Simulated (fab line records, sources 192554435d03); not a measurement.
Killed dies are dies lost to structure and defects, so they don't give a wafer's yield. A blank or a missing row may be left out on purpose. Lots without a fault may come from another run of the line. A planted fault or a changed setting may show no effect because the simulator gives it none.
Chamber matching | flow n5_finfet | N5_FIN_CUT_STRIP_24 on rie_diel-02: 4 sister chambers
The step strips in CF4. 4 wafers are shown with their chamber, then 9 later ones without.

WAFERS WITH THEIR CHAMBER
wafer  | chamber | throttle_valve_pct (%)
L080.3 | 1       | 13.89
L086.2 | 2       | 14.08
L086.5 | 3       | 13.47
L086.6 | 0       | 13.16

WAFERS WITHOUT THEIR CHAMBER
wafer  | throttle_valve_pct (%)
L088.1 | 14.09
L088.2 | 13.93
L088.3 | 13.48
L095.1 | 13.19
L095.2 | 13.52
L095.4 | 13.94
L096.4 | 13.21
L096.5 | 13.51
L096.6 | 13.21

WHICH CHAMBER EACH WENT THROUGH
wafer  | from the rows above | in truth
L088.1 | 2                   | 2
L088.2 | 1                   | 1
L088.3 | 3                   | 3
L095.1 | 0                   | 0
L095.2 | 3                   | 3
L095.4 | 1                   | 1
L096.4 | 0                   | 0
L096.5 | 3                   | 3
L096.6 | 0                   | 0
Placed correctly: 9 of 9. Can't be placed from these rows: 0. Placed wrongly: 0.
How it was worked out, from the rows above alone: a wafer's distance from a chamber is the root of the sum, over the readings, of the square of ((its reading less the chamber's mean) divided by the reading's scatter). The wafer belongs to the nearest chamber; if the next one is less than 2 further off, it can't be placed. A chamber's mean is the mean of its shown wafers. The scatter: with one shown wafer a chamber, the root of the mean of the squares of how far each hidden wafer lies from its nearest shown one.
